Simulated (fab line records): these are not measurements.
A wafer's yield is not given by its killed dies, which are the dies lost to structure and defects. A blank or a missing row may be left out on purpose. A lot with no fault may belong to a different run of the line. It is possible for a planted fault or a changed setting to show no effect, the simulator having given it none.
Struck lot and sound lot, side by side || flow n5Finfet || 15 out of 1938 route steps
Sound: the wafers L456.1, L456.2, L456.4. Struck: wafer L447.3. (L447.5 of the same lot was not struck and is left out.) The cause comes at the end.
At each step with rows: each side's tool, then ch and its chambers, then its first start. Under that, the readings that differ: sound wafers || struck wafers || difference of the means || sigmas: that difference in standard deviations of wafers without a fault.
alike: readings with means less than 2 such deviations apart, plus words and numbers identical on both sides. not compared: withheld readings, readings lacking a value on some wafer, bounds such as >300 that could conceal the same value, and numbers that have no deviation in the record and whose values overlap.
Wherever a step has rows on one side only, a row that says differs or no value, or a row with sigmas, the two part there. Numbers that have no deviation but don't overlap get no sigmas and don't part them. A reading missing from all wafers of one side parts the sides only when that side holds two or more wafers.

first, 1 step without rows for these wafers: N5_BEOL_M1_ANNEAL_87 (time 240 s).
N5_BEOL_M1_SPUTTER_88: material Cu, target thk 4.5 nm, time 8.29 s.
  sound: pvdSputter-01 at day 10 11:17; struck: pvdSputter-01 at day 8 09:23
{"reading": "chamberPressurePa (Pa)", "sound": "0.07005 0.06997 0.06968", "struck": 0.07028, "difference": "+0.00038", "sigmas": "+3"}
  alike: throttleValvePct
then, 1 step without rows for these wafers: N5_BEOL_M1_ANNEAL_89 (time 240 s).
N5_BEOL_M1_SPUTTER_90: material Cu, target thk 4.5 nm, time 8.29 s.
  sound: pvdSputter-01 at day 10 11:30; struck: pvdSputter-01 at day 8 09:37
  alike: chamberPressurePa, throttleValvePct
N5_BEOL_M1_ANNEAL_91: time 240 s.
  sound: pvdSputter-01 at day 10 11:35; struck: pvdSputter-01 at day 8 09:41
  alike: heaterPowerW
then, 2 steps without rows for these wafers: N5_BEOL_M1_SPUTTER_92 (material Cu, target thk 4.5 nm, time 8.29 s); N5_BEOL_M1_ANNEAL_93 (time 240 s).
N5_BEOL_M1_SPUTTER_94: material Cu, target thk 4.5 nm, time 8.29 s.
  sound: pvdSputter-01 at day 10 11:56; struck: pvdSputter-01 at day 8 10:03
  alike: chamberPressurePa, throttleValvePct
N5_BEOL_M1_ANNEAL_95: time 240 s.
  sound: pvdSputter-01 at day 10 12:01; struck: pvdSputter-01 at day 8 10:08
  alike: heaterPowerW
then, 3 steps without rows for these wafers: N5_BEOL_M1_SPUTTER_96 (material Cu, target thk 4.5 nm, time 8.29 s); N5_BEOL_M1_ECD_50 (material Cu, target thk 300 nm); N5_BEOL_M1_ANNEAL_51 (time 90 s).
N5_BEOL_M1_CMP_52: polishes, stops on SiOC, t overpolish 6.8 s, target thk 40 nm.
  sound on cmp-04 ch 0,1,2, day 10 12:39; struck on cmp-01 ch 1, day 8 11:34
{"reading": "barrierFieldEndpointS (s)", "sound": "25.0 24.7 24.7", "struck": 13.0, "difference": -11.8, "sigmas": -21}
{"reading": "timeToEndpointS (s)", "sound": "65 65 60", "struck": 32, "difference": -31, "sigmas": -10}
{"reading": "model.Cu_of_BEOL_M1_ECD_50.thkNm (nm)", "sound": "39 39.2 40.8", "struck": 36.2, "difference": -3.5, "sigmas": ""}
  alike: headPressurePsi, motorCurrentA, overpolishRunS, slurryFlowMlMin
N5_BEOL_M4_RC_MEAS_101:
  sound on prober-02 ch 0, day 12 13:04; struck on prober-01 ch 0, day 10 01:08
{"reading": "IOFF_P (nA/um)", "sound": "0.25 0.31 0.28", "struck": 0.18, "difference": -0.10, "sigmas": -3}
{"reading": "ION_N (uA/um)", "sound": "686 691 687", "struck": 655, "difference": -33, "sigmas": -3}
{"reading": "ION_P (uA/um)", "sound": "473 479 475", "struck": 452, "difference": -24, "sigmas": -3}
{"reading": "VT_N (mV)", "sound": "247 244 246", "struck": 254, "difference": "+8", "sigmas": "+2"}
{"reading": "VT_P (mV)", "sound": "-246 -243 -245", "struck": -256, "difference": -11, "sigmas": -3}
  alike: DIBL_N, DIBL_P, IOFF_N, SS_N, SS_P
next, for these wafers, 1 step has no rows: N5_PASSIVATION_PROBE_49.

== WHERE THEY PART ==
Earliest at N5_BEOL_M1_SPUTTER_88; latest, in this record, at N5_BEOL_M4_RC_MEAS_101.

WHY: what the simulator had put in
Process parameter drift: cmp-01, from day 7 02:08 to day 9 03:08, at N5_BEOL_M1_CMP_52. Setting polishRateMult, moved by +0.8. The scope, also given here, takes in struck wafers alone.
